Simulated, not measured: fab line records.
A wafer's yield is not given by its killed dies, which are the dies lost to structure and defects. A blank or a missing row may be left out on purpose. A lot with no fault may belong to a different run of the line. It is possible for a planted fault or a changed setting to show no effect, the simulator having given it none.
Comparing a struck lot with a sound one + flow n5Finfet + 31 out of 1938 route steps
Sound: wafers L455.1, L455.5, L455.6. Wafers L467.2, L467.4, L467.6 were the ones struck. At the end, the cause is stated.
Per side, at each step with rows, come the tool, then ch with its chambers, and then its first start. Under that, the readings that differ: sound wafers + struck wafers + difference of the means + sigmas: that difference in standard deviations of wafers without a fault.
alike: readings whose means differ by less than 2 such deviations, and words and numbers that are the same on both sides. not compared: withheld readings, readings that some wafer has no value for, bounds like >300 that may hide the same value, and numbers for which the record gives no deviation and whose values overlap.
The two part at a step that has a row with sigmas, a row that says differs or no value, or rows on one side only. Non-overlapping numbers with no deviation appear without sigmas and do not part them. A reading missing from all wafers of one side parts the sides only when that side holds two or more wafers.

first, 8 steps without rows for these wafers: N5_FIN_CUT_COAT_19 (time 60 s, resist thk 20 nm); N5_FIN_CUT_COAT_29 (time 60 s, resist thk 10 nm); N5_FIN_CUT_COAT_02 (resist thk 30 nm); N5_FIN_CUT_EBR_04; N5_FIN_CUT_SOFTBAKE_03 (time 60 s); N5_FIN_CUT_EXPOSE_05 (exposes mask FIN CUT); N5_FIN_CUT_PEB_06 (peb time 60 s); N5_FIN_CUT_DEVELOP_07 (develop time 30 s).
N5_FIN_CUT_CD_MEAS_08: the cd target is 29.1 nm.
  sound on cdSem-03 ch 0, day 3 05:17; struck on cdSem-03 ch 0, day 6 03:24
  alike: cdNm
N5_FIN_CUT_OVL_MEAS_09:
  sound on overlay-02 ch 0, day 3 05:19; struck on overlay-01 ch 0, day 6 03:26
  alike: FIN_CUT_OVL
N5_FIN_CUT_INSPECT_10: inspects for defects (brightfield).
  sound on defectInspect-02, day 3 05:23; struck on defectInspect-01, day 6 03:29
  alike: rawDefectCount
N5_FIN_CUT_DESCUM_13: chemistry O2, time 7 s.
  sound on rieDiel-03 ch 1,2,3, day 3 05:25; struck on rieDiel-03 ch 0,1,2, day 6 03:31
  alike: drypumpMotorCurrentA, o2FlowSccm, oesProductAu, rfVppV, showerheadPlenumPTorr, throttleValvePct
  not compared: rfHoursCounterH
N5_FIN_CUT_ETCH_30: etches underlayer in N2/H2, target depth 13 nm, time 10.4 s.
  sound on rieDiel-03 ch 1,2,3, day 3 05:27; struck on rieDiel-03 ch 0,1,2, day 6 03:34
  alike: drypumpMotorCurrentA, etchRfOnTimeS, oesProductAu, rfVppV, showerheadPlenumPTorr, throttleValvePct
  not compared: rfHoursCounterH
then, 4 steps without rows for these wafers: N5_FIN_CUT_ETCH_20 (etches SiARC in CF4, target depth 26 nm, time 43.3 s); N5_FIN_CUT_ETCH_21 (etches SOC in N2/H2, target depth 219 nm, overetch 43.8 nm, time 523.5 s); N5_FIN_CUT_STRIP_23 (strips in N2/H2); N5_FIN_CUT_STRIP_31 (strips in N2/H2).
N5_FIN_CUT_STRIP_24: strips in CF4.
  sound on rieDiel-03 ch 1,2,3, day 3 05:50; struck on rieDiel-03 ch 0,1,2, day 6 03:56
  alike: drypumpMotorCurrentA, oesProductAu, powerW, rfVppV, showerheadPlenumPTorr, throttleValvePct
  not compared: rfHoursCounterH
then, 1 step without rows for these wafers: N5_FIN_CUT_CUT_ETCH_26 (etches SiNx in CH3F/O2, target depth 39 nm, time 55.7 s).
N5_FIN_CUT_CUT_ETCH_27: etches SiO2 in CHF3/O2, target depth 4 nm, overetch 2 nm, time 4.9 s.
  sound on rieDiel-03 ch 1,2,3, day 3 05:53; struck on rieDiel-03 ch 0,1,2, day 6 04:00
  alike: drypumpMotorCurrentA, oesProductAu, rfVppV, showerheadPlenumPTorr, throttleValvePct
  not compared: rfHoursCounterH
then, 2 steps without rows for these wafers: N5_FIN_CUT_PRECLEAN_35 (cleans in vHF, time 13.3 s); N5_FIN_CUT_CUT_ETCH_15 (etches Si in HBr/Cl2/O2, target depth 100 nm, bt time 10 s, time 42.4 s).
N5_FIN_CUT_CUT_ETCH_28: etches Si in HBr/Cl2/O2, target depth 6 nm, time 2.4 s.
  sound on rieSi-04 ch 0,1, day 3 06:06; struck on rieSi-02 ch 0,1,3, day 6 04:13
  alike: drypumpMotorCurrentA, oesProductAu, throttleValvePct
  not compared: rfHoursCounterH
then, 4 steps without rows for these wafers: N5_FIN_CUT_STRIP_22 (strips in N2/H2); N5_FIN_CUT_PRECLEAN_36 (cleans in O3/DIW, time 60 s); N5_FIN_CUT_SRD_32 (time 30 s); N5_FIN_CUT_UV_OZONE_34 (time 120 s).
N5_FIN_CUT_INSPECT_17: inspects for defects (brightfield).
  sound on defectInspect-02, day 3 06:20; struck on defectInspect-02, day 6 04:26
| reading        | sound       | struck      | difference | sigmas |
|----------------|-------------|-------------|------------|--------|
| rawDefectCount | 213 256 230 | 895 905 808 | +636       | +10    |
N5_STI_FIN_REVEAL_ALD_00: deposits SiO2, target thk 1 nm, pulse time 1 s.
  sound on aldSin-01 ch 0,3, day 3 06:26; struck on aldSin-04 ch 1,2,3, day 6 04:28
  alike: heaterPowerW, precursorPulseHeightRel
-- record jumps: 6 days separate the struck wafers' starts on either side; left off in module STI_FIN_REVEAL, taken up again in module BEOL_M4, whose first shown step is the route's number 1111 --
N5_BEOL_M4_RC_MEAS_101:
  sound on prober-01 ch 0, day 9 03:53; struck on prober-02 ch 0, day 12 12:09
  alike: DIBL_N, DIBL_P, IOFF_N, IOFF_P, ION_N, ION_P, SS_N, SS_P, VT_N, VT_P
-- the record jumps here: 4 days lie between the struck wafers' starts before and after (it left off in module BEOL_M4 and takes up again in module PASSIVATION, whose first step shown is number 1936 of the route) --
N5_PASSIVATION_PROBE_49:
  the record has rows for the struck wafers here (prober-01, day 16 14:07) and none for the sound ones

WHERE THEY PART
At N5_FIN_CUT_INSPECT_17 first; at N5_PASSIVATION_PROBE_49 last (within this record only).

WHY: what the simulator had put in
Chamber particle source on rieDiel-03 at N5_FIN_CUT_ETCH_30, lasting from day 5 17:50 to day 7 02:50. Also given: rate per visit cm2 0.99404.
